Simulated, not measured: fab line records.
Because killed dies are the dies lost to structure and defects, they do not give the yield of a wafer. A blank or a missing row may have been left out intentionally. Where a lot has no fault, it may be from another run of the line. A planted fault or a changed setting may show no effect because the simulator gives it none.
fab line records + flow nand-harc
[record]
- lots = 13
- wafers = 37
- last-day = 24
route steps=1159 shown A_SLIT@794 A_WL_FILL@829
lots that met no fault: taken from a fault-free run of the same line
start-h: start of the lot's first displayed wafer, in hours after the record's first day + wait-h: time in hours since the lot's previous step + " identical to the entry in the row above + L1.1+2: several wafers, shown together as one row + - no value present, or no start provided + * or withheld: withheld + < > ~ a bound
route shown NAME@n: names a module that has steps shown in the file, with the first one's number in the route + usual: mean/standard deviation taken from wafers without a fault + same: alike in all rows + chamber/n: place in a boat + sites: the reading at each site + _std_site: standard deviation across them + _edge_site: outer sites' mean less inner sites' + radius-mm: how far each site lies from the wafer's centre + mask NAME#n: copy n + behind: tool/chamber where the wafer was last shaped + hold: the reason the lot was held/the length of the hold in hours/how it ended + device: the transistor (n, p or np) that didn't switch + end of line: tests of these same wafers at the route's end + a step given without rows: its recipe and nothing more + killed: not the wafer's yield, but the dies lost to structure and defects at the first sort + map: the dies of a wafer, with x for killed, . for not killed, _ for no die there
set.NAME: the setting that was run; set.NAME@STEP: the one run at that earlier step + model.NAME: the simulator's own value behind a step, which no gauge read
one table for each step of the route and one row for each wafer, over a sample of lots
services: when a tool's chamber went out of use (start-h, in hours from the record's first day, below 0 if earlier), for how many hours, and the reason
[[steps]]
[step NHARC_A_SLIT_ETCH_24]
[recipe]
- target-depth-a = 1210
- time-s = 60.5
- cf4-flow-sccm = 100
- chf3-flow-sccm = 30
- ar-flow-sccm = 0
- rf-w = 500
- bias-w = 200
- chemistry = CF4/CHF3
[usual]
- chamber-pressure-mTorr = 25.001/0.02
- chf3-flow-sccm = 30.01/0.091
- drypump-motor-current-A = 5.8/0.54
- oes-product-au = 0.960/0.018
- rf-vpp-V = 369.6/2.3
- showerhead-plenum-p-Torr = 1.55/0.063
- throttle-valve-pct = 16.803/0.0082
| lot.wafer | tool        | chamber | start-h | wait-h | chamber-pressure-mTorr | chf3-flow-sccm | drypump-motor-current-A | oes-product-au | rf-hours-counter-h | rf-vpp-V | showerhead-plenum-p-Torr | throttle-valve-pct |
|-----------|-------------|---------|---------|--------|------------------------|----------------|-------------------------|----------------|--------------------|----------|--------------------------|--------------------|
| L759.1    | rie-diel-03 | 2       | 319.10  | 0.1    | 24.984                 | 29.96          | 6.1                     | 0.954          | 7                  | 366.5    | 1.47                     | 16.793             |
| L759.4    | "           | 0       | "       | "      | 25.005                 | 30.00          | 5.8                     | 0.957          | -                  | 368.9    | 1.52                     | 16.802             |
| L759.6    | "           | 2       | "       | "      | 25.010                 | 30.12          | 6.1                     | 0.962          | -                  | 366.1    | 1.47                     | 16.800             |
| L760.4    | rie-diel-05 | 3       | 337.63  | 0.1    | 24.989                 | 30.01          | 6.1                     | 0.967          | 8                  | 369.9    | 1.58                     | 16.812             |
| L760.6    | "           | 2       | "       | "      | 25.007                 | 29.87          | 6.6                     | 0.966          | -                  | 371.8    | 1.64                     | 16.795             |
| L760.5    | "           | 3       | "       | "      | 25.030                 | 30.06          | 6.1                     | 0.980          | -                  | 371.6    | 1.58                     | 16.794             |
| L762.3    | rie-diel-01 | 0       | 337.83  | 0.1    | 25.043                 | 29.99          | 6.3                     | 0.965          | 0                  | 372.2    | 1.62                     | 16.814             |
| L762.1    | "           | 1       | "       | "      | 25.026                 | 29.88          | 5.5                     | 0.975          | 0                  | 369.3    | 1.56                     | 16.815             |
| L762.6    | "           | 0       | "       | "      | 24.996                 | 30.03          | 6.3                     | 0.978          | -                  | 372.5    | 1.62                     | 16.796             |
| L761.3    | rie-diel-03 | 1       | 341.54  | 0.1    | 25.000                 | 30.04          | 5.3                     | 0.959          | 8                  | 368.2    | 1.49                     | 16.799             |
| L761.1    | "           | 3       | "       | "      | 24.989                 | 30.15          | 5.9                     | 0.964          | 9                  | 368.4    | 1.54                     | 16.800             |
| L761.6    | "           | 1       | "       | "      | 25.009                 | 30.06          | 5.3                     | 0.971          | -                  | 369.9    | 1.49                     | 16.798             |
| L763.2    | rie-diel-03 | 1       | 348.51  | 0.1    | 24.981                 | 29.99          | 5.3                     | 0.934          | 9                  | 368.3    | 1.49                     | 16.786             |
| L763.6    | "           | 3       | "       | "      | 24.997                 | 29.95          | 5.9                     | 0.940          | -                  | 370.1    | 1.54                     | 16.813             |
| L763.4    | "           | 0       | "       | "      | 25.012                 | 30.05          | 5.8                     | 0.943          | -                  | 368.6    | 1.52                     | 16.811             |
| L765.1    | rie-diel-01 | 3       | 348.90  | 0.1    | 25.002                 | 29.84          | 6.7                     | 0.925          | 2                  | 366.5    | 1.48                     | 16.793             |
| L765.5    | "           | 1       | "       | "      | 25.042                 | 30.09          | 5.5                     | 0.924          | -                  | 369.5    | 1.56                     | 16.802             |
| L766.1    | rie-diel-03 | 0       | 356.65  | 0.1    | 25.002                 | 29.94          | 5.8                     | 0.963          | 10                 | 368.6    | 1.52                     | 16.808             |
| L766.6    | "           | 3       | "       | "      | 25.021                 | 30.22          | 5.9                     | 0.971          | -                  | 368.4    | 1.54                     | 16.799             |
| L777.4    | rie-diel-05 | 3       | 421.96  | 0.1    | 25.019                 | 29.95          | 6.1                     | 0.970          | 5                  | 370.3    | 1.58                     | 16.794             |
| L777.1    | "           | 1       | "       | "      | 25.017                 | 29.99          | 5.1                     | 0.951          | 4                  | 366.2    | 1.48                     | 16.807             |
| L777.6    | "           | 3       | "       | "      | 25.018                 | 29.99          | 6.1                     | 0.964          | -                  | 369.5    | 1.58                     | 16.805             |
| L776.1    | rie-diel-03 | 3       | 422.42  | 0.1    | 25.016                 | 29.94          | 5.9                     | 0.969          | 1                  | 369.8    | 1.54                     | 16.798             |
| L776.3    | "           | 1       | "       | "      | 24.964                 | 29.98          | 5.3                     | 0.983          | 1                  | 365.7    | 1.49                     | 16.808             |
| L776.6    | "           | 3       | "       | "      | 25.012                 | 29.99          | 5.9                     | 0.977          | -                  | 368.0    | 1.54                     | 16.818             |
| L782.1    | rie-diel-05 | 0       | 440.86  | 0.1    | 24.986                 | 30.18          | 4.9                     | 0.963          | 5                  | 368.0    | 1.50                     | 16.793             |
| L782.4    | "           | 1       | "       | "      | 24.982                 | 29.81          | 5.1                     | 0.965          | 6                  | 366.8    | 1.48                     | 16.811             |
| L782.6    | "           | 2       | "       | "      | 25.004                 | 29.96          | 6.6                     | 0.970          | -                  | 371.9    | 1.64                     | 16.795             |
| L779.3    | rie-diel-03 | 0       | 441.31  | 0.1    | 24.986                 | 30.07          | 5.8                     | 0.988          | 1                  | 369.3    | 1.52                     | 16.797             |
| L779.6    | "           | 1       | "       | "      | 25.021                 | 29.91          | 5.4                     | 0.962          | -                  | 366.1    | 1.49                     | 16.787             |
| L779.5    | "           | 2       | "       | "      | 25.016                 | 29.88          | 6.1                     | 0.968          | -                  | 369.0    | 1.47                     | 16.794             |
| L780.2    | rie-diel-01 | 3       | 442.78  | 0.1    | 24.980                 | 29.88          | 6.7                     | 0.987          | 11                 | 365.9    | 1.47                     | 16.814             |
| L780.3    | "           | 2       | "       | "      | 25.004                 | 29.93          | 5.3                     | 0.959          | 9                  | 374.1    | 1.67                     | 16.814             |
| L780.5    | "           | 3       | "       | "      | 25.004                 | 29.90          | 6.7                     | 0.980          | -                  | 367.4    | 1.47                     | 16.814             |
| L781.4    | rie-diel-03 | 3       | 455.64  | 0.1    | 25.017                 | 30.07          | 5.9                     | 0.952          | 2                  | 369.9    | 1.53                     | 16.802             |
| L781.1    | "           | 1       | "       | "      | 25.045                 | 30.00          | 5.3                     | 0.961          | 3                  | 368.0    | 1.49                     | 16.806             |
| L781.2    | "           | 2       | "       | "      | 25.006                 | 30.04          | 6.1                     | 0.954          | 2                  | 367.1    | 1.47                     | 16.805             |
[step NHARC_A_WL_FILL_ETCHBACK_26]
[recipe]
- target-depth-a = 520
- time-s = 13.3
- hbr-flow-sccm = 150
- rf-w = 350
- icp-w = 350
- bias-w = 60
- chemistry = HBr
[usual]
- chamber-pressure-mTorr = 15.001/0.013
- drypump-motor-current-A = 5.7/0.5
- oes-product-au = 0.996/0.0072
- throttle-valve-pct = 23.265/0.0085
| lot.wafer | tool      | chamber | start-h | wait-h | chamber-pressure-mTorr | drypump-motor-current-A | oes-product-au | rf-hours-counter-h | throttle-valve-pct |
|-----------|-----------|---------|---------|--------|------------------------|-------------------------|----------------|--------------------|--------------------|
| L759.1    | rie-si-04 | 3       | 349.75  | 0.4    | 15.001                 | 5.9                     | 0.990          | 0.4                | 23.259             |
| L759.4    | "         | 0       | "       | "      | 14.982                 | 6.3                     | 0.999          | 0.4                | 23.262             |
| L759.6    | "         | 3       | "       | "      | 14.991                 | 5.9                     | 1.001          | -                  | 23.262             |
| L762.3    | rie-si-06 | 0       | 371.88  | 0.4    | 14.967                 | 5.0                     | 0.991          | 0                  | 23.267             |
| L762.1    | "         | 1       | "       | "      | 14.989                 | 5.3                     | 0.991          | 0                  | 23.262             |
| L762.6    | "         | 0       | "       | "      | 14.992                 | 5.0                     | 1.004          | -                  | 23.264             |
| L760.4    | rie-si-01 | 3       | 371.95  | 0.4    | 14.994                 | 5.7                     | 1.007          | 0.4                | 23.273             |
| L760.6    | "         | 0       | "       | "      | 14.996                 | 5.3                     | 0.998          | -                  | 23.258             |
| L760.5    | "         | 1       | "       | "      | 14.992                 | 5.3                     | 1.009          | -                  | 23.270             |
| L761.1    | rie-si-04 | 3       | 384.88  | 0.4    | 14.985                 | 6.0                     | 1.000          | 0.7                | 23.276             |
| L761.3    | "         | 0       | "       | "      | 14.991                 | 6.3                     | 0.992          | 0.7                | 23.269             |
| L761.6    | "         | 3       | "       | "      | 15.007                 | 5.9                     | 0.996          | -                  | 23.267             |
| L763.4    | rie-si-01 | 3       | 384.91  | 0.4    | 15.003                 | 5.7                     | 1.001          | 0.5                | 23.266             |
| L763.2    | "         | 0       | "       | "      | 14.985                 | 5.3                     | 1.006          | 0.5                | 23.265             |
| L763.6    | "         | 1       | "       | "      | 15.001                 | 5.3                     | 0.994          | -                  | 23.269             |
| L765.1    | rie-si-01 | 0       | 388.22  | 0.4    | 15.009                 | 5.3                     | 0.996          | 0.5                | 23.255             |
| L765.5    | "         | 0       | "       | "      | 14.997                 | 5.2                     | 0.999          | -                  | 23.263             |
| L766.1    | rie-si-06 | 2       | 390.60  | 0.4    | 14.983                 | 6.4                     | 0.995          | 0.1                | 23.274             |
| L766.6    | "         | 2       | "       | "      | 15.013                 | 6.4                     | 1.000          | -                  | 23.248             |
| L777.1    | rie-si-01 | 2       | 457.00  | 0.4    | 14.981                 | 5.5                     | 1.000          | 1.0                | 23.268             |
| L777.4    | "         | 3       | "       | "      | 14.989                 | 5.7                     | 1.003          | 1.1                | 23.280             |
| L777.6    | "         | 3       | "       | "      | 14.990                 | 5.7                     | 1.005          | -                  | 23.279             |
| L776.3    | rie-si-06 | 3       | 457.02  | 0.4    | 15.017                 | 5.6                     | 0.990          | 0.5                | 23.285             |
| L776.1    | "         | 1       | "       | "      | 14.962                 | 5.2                     | 0.989          | 0.5                | 23.251             |
| L776.6    | "         | 3       | "       | "      | 15.007                 | 5.7                     | 0.988          | -                  | 23.254             |
| L782.1    | rie-si-06 | 2       | 479.00  | 0.4    | 15.001                 | 6.3                     | 0.989          | 0.6                | 23.265             |
| L782.6    | "         | 0       | "       | "      | 15.006                 | 5.0                     | 1.011          | -                  | 23.268             |
| L782.4    | "         | 1       | "       | "      | 14.982                 | 5.3                     | 1.003          | -                  | 23.251             |
| L780.2    | rie-si-06 | 0       | 482.02  | 0.4    | 14.982                 | 5.0                     | 1.001          | 0.7                | 23.270             |
| L780.3    | "         | 1       | "       | "      | 14.995                 | 5.2                     | 0.995          | 0.8                | 23.247             |
| L780.5    | "         | 2       | "       | "      | 14.990                 | 6.4                     | 1.002          | -                  | 23.266             |
| L779.3    | rie-si-04 | 3       | 482.03  | 0.4    | 15.021                 | 5.9                     | 1.005          | 0.2                | 23.262             |
| L779.5    | "         | 1       | "       | "      | 15.002                 | 5.3                     | 1.004          | -                  | 23.265             |
| L779.6    | "         | 2       | "       | "      | 15.000                 | 6.5                     | 0.993          | -                  | 23.259             |
| L781.2    | rie-si-06 | 2       | 489.79  | 0.4    | 14.994                 | 6.4                     | 1.005          | 0.7                | 23.259             |
| L781.4    | "         | 0       | "       | "      | 15.012                 | 5.0                     | 1.008          | 0.7                | 23.255             |
| L781.1    | "         | 1       | "       | "      | 14.996                 | 5.3                     | 0.990          | 0.8                | 23.278             |
[step NHARC_A_WL_FILL_CMP_12]
[recipe]
- t-overpolish-s = 30
- target-thk-nm = 75
[usual]
- motor-current-A = 12.4/1.1
- overpolish-run-s = 30.001/0.0088
- time-to-endpoint-s = 16.1/1.9
| lot.wafer | tool   | chamber | start-h | wait-h | motor-current-A | overpolish-run-s | time-to-endpoint-s |
|-----------|--------|---------|---------|--------|-----------------|------------------|--------------------|
| L759.1    | cmp-03 | 3       | 360.67  | 3.7    | 12.6            | 30.008           | 12.9               |
| L759.4    | "      | 0       | "       | "      | 12.9            | 30.006           | 12.9               |
| L759.6    | "      | 2       | "       | "      | 10.7            | 30.011           | 14.8               |
| L762.3    | cmp-03 | 1       | 377.38  | 2.2    | 13.6            | 30.003           | 19.6               |
| L762.1    | "      | 0       | "       | "      | 13.0            | 29.994           | 17.1               |
| L762.6    | "      | 1       | "       | "      | 13.5            | 29.991           | 20.3               |
| L760.4    | cmp-02 | 0       | 378.85  | 2.2    | 12.5            | 29.997           | 14.3               |
| L760.5    | "      | 3       | "       | "      | 13.1            | 30.013           | 12.8               |
| L760.6    | "      | 0       | "       | "      | 12.1            | 30.011           | 15.2               |
| L763.2    | cmp-03 | 1       | 392.33  | 3.6    | 13.3            | 30.008           | 18.1               |
| L763.4    | "      | 0       | "       | "      | 13.0            | 30.018           | 15.4               |
| L763.6    | "      | 1       | "       | "      | 13.9            | 29.983           | 15.1               |
| L761.3    | cmp-04 | 2       | 396.13  | 2.2    | 13.0            | 30.011           | 15.4               |
| L761.1    | "      | 3       | "       | "      | 11.4            | 29.992           | 14.1               |
| L761.6    | "      | 2       | "       | "      | 13.3            | 30.018           | 15.8               |
| L765.1    | cmp-03 | 1       | 401.02  | 3.6    | 13.4            | 30.004           | 8.4                |
| L765.5    | "      | 0       | "       | "      | 13.5            | 30.000           | 6.4                |
| L766.1    | cmp-03 | 2       | 404.96  | 4.4    | 10.4            | 29.982           | 8.6                |
| L766.6    | "      | 1       | "       | "      | 13.3            | 30.004           | 8.3                |
| L776.1    | cmp-02 | 3       | 462.92  | 3.7    | 13.4            | 30.003           | 19.2               |
| L776.3    | "      | 0       | "       | "      | 12.1            | 29.992           | 18.5               |
| L776.6    | "      | 2       | "       | "      | 12.2            | 30.001           | 18.4               |
| L777.4    | cmp-04 | 2       | 463.96  | 2.2    | 12.9            | 30.002           | 14.3               |
| L777.1    | "      | 3       | "       | "      | 11.0            | 30.002           | 15.7               |
| L777.6    | "      | 1       | "       | "      | 15.1            | 30.006           | 13.5               |
| L782.4    | cmp-02 | 0       | 488.05  | 2.9    | 12.0            | 30.012           | 17.7               |
| L782.1    | "      | 2       | "       | "      | 11.2            | 29.991           | 18.8               |
| L782.6    | "      | 0       | "       | "      | 12.3            | 30.000           | 16.9               |
| L779.3    | cmp-02 | 2       | 492.34  | 2.2    | 11.8            | 30.012           | 17.3               |
| L779.5    | "      | 1       | "       | "      | 12.1            | 29.998           | 15.9               |
| L779.6    | "      | 2       | "       | "      | 12.2            | 29.993           | 15.1               |
| L780.3    | cmp-04 | 0       | 492.79  | 2.2    | 11.8            | 30.007           | 18.5               |
| L780.2    | "      | 1       | "       | "      | 14.3            | 29.993           | 16.6               |
| L780.5    | "      | 1       | "       | "      | 14.9            | 29.990           | 19.1               |
| L781.2    | cmp-02 | 2       | 497.90  | 3.6    | 12.2            | 29.997           | 14.4               |
| L781.1    | "      | 3       | "       | "      | 13.1            | 30.001           | 17.8               |
| L781.4    | "      | 1       | "       | "      | 13.1            | 30.001           | 16.8               |
[step NHARC_A_WL_FILL_INSPECT_15]
[usual]
- raw-defect-count = 410/130
| lot.wafer | tool              | chamber | start-h | wait-h | raw-defect-count |
|-----------|-------------------|---------|---------|--------|------------------|
| L759.1    | defect-inspect-02 | -       | 361.12  | 0.0    | 323              |
| L759.4    | "                 | -       | "       | "      | 349              |
| L759.6    | "                 | -       | "       | "      | 500              |
| L762.1    | defect-inspect-02 | -       | 377.85  | 0.0    | 300              |
| L762.3    | "                 | -       | "       | "      | 292              |
| L762.6    | "                 | -       | "       | "      | 240              |
| L760.4    | defect-inspect-01 | -       | 379.30  | 0.0    | 473              |
| L760.5    | "                 | -       | "       | "      | 398              |
| L760.6    | "                 | -       | "       | "      | 328              |
| L763.2    | defect-inspect-01 | -       | 392.80  | 0.0    | 518              |
| L763.4    | "                 | -       | "       | "      | 875              |
| L763.6    | "                 | -       | "       | "      | 414              |
| L761.1    | defect-inspect-01 | -       | 396.60  | 0.0    | 369              |
| L761.3    | "                 | -       | "       | "      | 294              |
| L761.6    | "                 | -       | "       | "      | 523              |
| L765.1    | defect-inspect-01 | -       | 401.46  | 0.0    | 448              |
| L765.5    | "                 | -       | "       | "      | 486              |
| L766.1    | defect-inspect-01 | -       | 405.40  | 0.0    | 385              |
| L766.6    | "                 | -       | "       | "      | 502              |
| L776.1    | defect-inspect-01 | -       | 463.34  | 0.0    | 355              |
| L776.3    | "                 | -       | "       | "      | 538              |
| L776.6    | "                 | -       | "       | "      | 691              |
| L777.1    | defect-inspect-01 | -       | 464.39  | 0.0    | 359              |
| L777.4    | "                 | -       | "       | "      | 426              |
| L777.6    | "                 | -       | "       | "      | 404              |
| L782.1    | defect-inspect-01 | -       | 488.51  | 0.0    | 263              |
| L782.4    | "                 | -       | "       | "      | 263              |
| L782.6    | "                 | -       | "       | "      | 273              |
| L779.3    | defect-inspect-01 | -       | 492.82  | 0.1    | 419              |
| L779.5    | "                 | -       | "       | "      | 519              |
| L779.6    | "                 | -       | "       | "      | 462              |
| L780.2    | defect-inspect-02 | -       | 493.26  | 0.0    | 369              |
| L780.3    | "                 | -       | "       | "      | 394              |
| L780.5    | "                 | -       | "       | "      | 285              |
| L781.1    | defect-inspect-02 | -       | 498.37  | 0.0    | 409              |
| L781.2    | "                 | -       | "       | "      | 676              |
| L781.4    | "                 | -       | "       | "      | 489              |
[[services]]
| tool        | chamber | start-h | hours | kind   |
|-------------|---------|---------|-------|--------|
| rie-diel-03 | 2       | 295.14  | 4.3   | repair |
| rie-si-06   | 2       | 297.01  | 7.9   | repair |
| rie-si-01   | -       | 304.00  | 9.0   | pm     |
| rie-diel-03 | 1       | 317.05  | 2.5   | repair |
| cmp-02      | -       | 321.31  | 2.2   | repair |
| cmp-02      | -       | 324.71  | 4.0   | pm     |
| rie-diel-03 | -       | 339.86  | 0.4   | repair |
| rie-diel-03 | 2       | 340.46  | 10.1  | repair |
| cmp-03      | -       | 352.00  | 4.0   | pm     |
| cmp-02      | -       | 358.01  | 1.1   | repair |
| rie-diel-03 | 1       | 358.97  | 9.6   | repair |
| rie-si-06   | -       | 360.00  | 9.0   | pm     |
| cmp-02      | -       | 389.05  | 1.1   | repair |
| rie-diel-03 | -       | 392.30  | 9.0   | pm     |
| rie-si-01   | 1       | 413.96  | 10.6  | repair |
| cmp-02      | -       | 422.71  | 4.0   | pm     |
| rie-si-06   | -       | 436.60  | 2.2   | repair |
| cmp-03      | -       | 442.01  | 0.3   | repair |
| rie-si-06   | 2       | 448.80  | 0.9   | repair |
| cmp-03      | -       | 450.09  | 4.0   | pm     |
| cmp-02      | -       | 450.83  | 1.1   | repair |
| rie-si-06   | 0       | 455.41  | 7.9   | repair |
| rie-si-06   | 2       | 466.21  | 9.2   | repair |
| rie-si-06   | 3       | 473.19  | 9.2   | repair |
[[key]]
[first-sign]
- step = NHARC_A_WL_FILL_CMP_12
- reading = time-to-endpoint-s
- direction = down
- sigmas = 4.3
- usual = *
- struck = *
effect none on later readings
met-at NHARC_A_WL_FILL_CMP_12
struck-lots L765,L766
tester-left-out L765,L766
not-acting-at NHARC_A_SLIT_ETCH_24,NHARC_A_WL_FILL_ETCHBACK_26,NHARC_A_WL_FILL_INSPECT_15
onset-between 392.33 401.02
[fault]
- kind = process-parameter-drift
- tool = cmp-03
- chamber = -
- onset-h = 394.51
- steps = NHARC_A_WL_FILL_CMP_12
- channel = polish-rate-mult
- offset = 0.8
- shape = step
- end-h = 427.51
// tester-left-out: of these lots the tester's yield and bins aren't shown, on N5 and GAA mostly nor the transistor test; their killed dies are dies lost to structure and defects alone, not to doping, threshold or leakage, so they don't give the yield
